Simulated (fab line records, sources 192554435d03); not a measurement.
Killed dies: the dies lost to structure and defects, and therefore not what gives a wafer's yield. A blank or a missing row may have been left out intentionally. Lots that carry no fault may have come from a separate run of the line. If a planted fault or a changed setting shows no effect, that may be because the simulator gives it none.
Split-lot experiment :: flow n5_finfet :: 21 wafers read from 7 lots, route of 1938 steps

== THE SPLIT ITSELF ==
At N5_BEOL_M1_COAT_05 (resist thk 30 nm), the setting spin_rpm was moved away from the recipe's 1500 rpm on 4 of the 21 wafers read, by -10.6% to +4.6%. The other wafers ran this setting at the recipe's value.

== FROM THE SPLIT TO THE READING: what the file shows between them, 3 steps ==
- N5_BEOL_M1_EBR_07
- N5_BEOL_M1_SOFTBAKE_06: time 60 s
- N5_BEOL_M1_DESCUM_16: chemistry O2, time 7 s

== THE READING ==
CAR-EUV_of_BEOL_M1_COAT_05.thk_nm (the simulator's own value, which no gauge read), in nm, at N5_BEOL_M1_ETCH_74 (etches underlayer in N2/H2, target depth 6.5 nm, time 5.2 s). No usual value for it is given in the file. Across the 17 wafers here that went through the recipe, the average is 20.3 nm and the standard deviation 0.14 nm.

wafer: L075.1
tool, chamber at the split: litho_track-02, 0
spin_rpm as run, rpm: 1381
against the recipe: -7.9%
CAR-EUV_of_BEOL_M1_COAT_05.thk_nm, nm: 21.6
against lot-mates on the recipe: +1.2

wafer: L075.2
tool, chamber at the split: litho_track-02, 0
spin_rpm as run, rpm: 1500
against the recipe: recipe
CAR-EUV_of_BEOL_M1_COAT_05.thk_nm, nm: 20.4
against lot-mates on the recipe: -

wafer: L075.3
tool, chamber at the split: litho_track-02, 0
spin_rpm as run, rpm: 1500
against the recipe: recipe
CAR-EUV_of_BEOL_M1_COAT_05.thk_nm, nm: 20.4
against lot-mates on the recipe: -

wafer: L081.1
tool, chamber at the split: litho_track-04, 0
spin_rpm as run, rpm: 1500
against the recipe: recipe
CAR-EUV_of_BEOL_M1_COAT_05.thk_nm, nm: 20.6
against lot-mates on the recipe: -

wafer: L081.2
tool, chamber at the split: litho_track-04, 0
spin_rpm as run, rpm: 1500
against the recipe: recipe
CAR-EUV_of_BEOL_M1_COAT_05.thk_nm, nm: 20.6
against lot-mates on the recipe: -

wafer: L081.5
tool, chamber at the split: litho_track-04, 0
spin_rpm as run, rpm: 1569
against the recipe: +4.6%
CAR-EUV_of_BEOL_M1_COAT_05.thk_nm, nm: 19.8
against lot-mates on the recipe: -0.8

wafer: L082.1
tool, chamber at the split: litho_track-01, 0
spin_rpm as run, rpm: 1348
against the recipe: -10.1%
CAR-EUV_of_BEOL_M1_COAT_05.thk_nm, nm: 21.8
against lot-mates on the recipe: +1.5

wafer: L082.2
tool, chamber at the split: litho_track-01, 0
spin_rpm as run, rpm: 1500
against the recipe: recipe
CAR-EUV_of_BEOL_M1_COAT_05.thk_nm, nm: 20.4
against lot-mates on the recipe: -

wafer: L082.5
tool, chamber at the split: litho_track-01, 0
spin_rpm as run, rpm: 1500
against the recipe: recipe
CAR-EUV_of_BEOL_M1_COAT_05.thk_nm, nm: 20.2
against lot-mates on the recipe: -

wafer: L084.3
tool, chamber at the split: litho_track-01, 0
spin_rpm as run, rpm: 1500
against the recipe: recipe
CAR-EUV_of_BEOL_M1_COAT_05.thk_nm, nm: 20.2
against lot-mates on the recipe: -

wafer: L084.5
tool, chamber at the split: litho_track-01, 0
spin_rpm as run, rpm: 1500
against the recipe: recipe
CAR-EUV_of_BEOL_M1_COAT_05.thk_nm, nm: 20.2
against lot-mates on the recipe: -

wafer: L084.6
tool, chamber at the split: litho_track-01, 0
spin_rpm as run, rpm: 1500
against the recipe: recipe
CAR-EUV_of_BEOL_M1_COAT_05.thk_nm, nm: 20.4
against lot-mates on the recipe: -

wafer: L094.3
tool, chamber at the split: litho_track-02, 0
spin_rpm as run, rpm: 1500
against the recipe: recipe
CAR-EUV_of_BEOL_M1_COAT_05.thk_nm, nm: 20.2
against lot-mates on the recipe: -

wafer: L094.4
tool, chamber at the split: litho_track-02, 0
spin_rpm as run, rpm: 1500
against the recipe: recipe
CAR-EUV_of_BEOL_M1_COAT_05.thk_nm, nm: 20.2
against lot-mates on the recipe: -

wafer: L094.5
tool, chamber at the split: litho_track-02, 0
spin_rpm as run, rpm: 1500
against the recipe: recipe
CAR-EUV_of_BEOL_M1_COAT_05.thk_nm, nm: 20.4
against lot-mates on the recipe: -

wafer: L096.2
tool, chamber at the split: litho_track-01, 0
spin_rpm as run, rpm: 1500
against the recipe: recipe
CAR-EUV_of_BEOL_M1_COAT_05.thk_nm, nm: 20.4
against lot-mates on the recipe: -

wafer: L096.4
tool, chamber at the split: litho_track-01, 0
spin_rpm as run, rpm: 1500
against the recipe: recipe
CAR-EUV_of_BEOL_M1_COAT_05.thk_nm, nm: 20.4
against lot-mates on the recipe: -

wafer: L096.3
tool, chamber at the split: litho_track-01, 0
spin_rpm as run, rpm: 1500
against the recipe: recipe
CAR-EUV_of_BEOL_M1_COAT_05.thk_nm, nm: 20.2
against lot-mates on the recipe: -

wafer: L097.3
tool, chamber at the split: litho_track-01, 0
spin_rpm as run, rpm: 1500
against the recipe: recipe
CAR-EUV_of_BEOL_M1_COAT_05.thk_nm, nm: 20.2
against lot-mates on the recipe: -

wafer: L097.6
tool, chamber at the split: litho_track-01, 0
spin_rpm as run, rpm: 1500
against the recipe: recipe
CAR-EUV_of_BEOL_M1_COAT_05.thk_nm, nm: 20.2
against lot-mates on the recipe: -

wafer: L097.5
tool, chamber at the split: litho_track-01, 0
spin_rpm as run, rpm: 1341
against the recipe: -10.6%
CAR-EUV_of_BEOL_M1_COAT_05.thk_nm, nm: 21.8
against lot-mates on the recipe: +1.6

THE FIT
A straight line over all 21 wafers: CAR-EUV_of_BEOL_M1_COAT_05.thk_nm changes by -0.143 nm for each +1% of spin_rpm; r = -0.97; the points scatter about the line by 0.14 nm.
The same after taking each lot's own level away (the mean of its wafers on the recipe; 21 wafers): -0.152 nm for each +1%; r = -0.99; scatter 0.076 nm.
According to that fit, moving spin_rpm by its largest amount changes the reading by 1.6 nm.
The span of the lots' own levels, 20.20 to 20.60 nm, comes to 2.9 times the standard deviation stated above.
The two slopes are in agreement: the lot-to-lot level therefore moves the slope only a little.
Check: +1.61 nm against its lot-mates is what the line predicts for one of the wafers moved furthest among these (-10.6%) when that wafer is left out of the fit. Against them it came out at +1.6 nm.

== OTHER SPLITS ON THESE WAFERS ==
Note: prior to the reading, these wafers also went through further splits. Each is held against what the fit with the lots' levels taken away leaves over:
other split on the same wafers: N5_GATE_CUT_DESCUM_18 time_s
wafers away from the commonest value: 7
r with CAR-EUV_of_BEOL_M1_COAT_05.thk_nm (lot level and that fit taken away): +0.07

other split on the same wafers: N5_GATE_CUT_CUT_ETCH_53 icp_w
wafers away from the commonest value: 8
r with CAR-EUV_of_BEOL_M1_COAT_05.thk_nm (lot level and that fit taken away): +0.00

other split on the same wafers: N5_MOL_CONTACT_COAG_ALD_27 ald_cycles
wafers away from the commonest value: 4
r with CAR-EUV_of_BEOL_M1_COAT_05.thk_nm (lot level and that fit taken away): -0.30

other split on the same wafers: N5_MOL_CONTACT_COAG_COAT_78 spin_rpm
wafers away from the commonest value: 9
r with CAR-EUV_of_BEOL_M1_COAT_05.thk_nm (lot level and that fit taken away): -0.06

other split on the same wafers: N5_MOL_CONTACT_COAG_COAT_62 spin_rpm
wafers away from the commonest value: 9
r with CAR-EUV_of_BEOL_M1_COAT_05.thk_nm (lot level and that fit taken away): -0.07

other split on the same wafers: N5_MOL_CONTACT_COAG_COAT_64 spin_rpm
wafers away from the commonest value: 6
r with CAR-EUV_of_BEOL_M1_COAT_05.thk_nm (lot level and that fit taken away): +0.24

== THE WHOLE CHAIN: every reading that the file lists as answering this split, in the file's order ==
step: N5_BEOL_M1_COAT_05
what it does: resist thk 30 nm
reading: CAR-EUV_of_BEOL_M1_COAT_05.thk_nm (the simulator's own value, which no gauge read)
change (the file's fit): -0.165 nm for each +1% of the setting
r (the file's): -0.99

step: N5_BEOL_M1_DESCUM_16
what it does: chemistry O2, time 7 s
reading: CAR-EUV_of_BEOL_M1_COAT_05.thk_nm (the simulator's own value, which no gauge read)
change (the file's fit): -0.156 nm for each +1% of the setting
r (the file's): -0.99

step: N5_BEOL_M1_ETCH_74
what it does: etches underlayer in N2/H2, target depth 6.5 nm, time 5.2 s
reading: CAR-EUV_of_BEOL_M1_COAT_05.thk_nm (the simulator's own value, which no gauge read)
change (the file's fit): -0.152 nm for each +1% of the setting
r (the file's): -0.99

== FILE'S OWN FIT ==
CAR-EUV_of_BEOL_M1_COAT_05.thk_nm changes by -0.152 nm for each +1% of spin_rpm, r = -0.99.
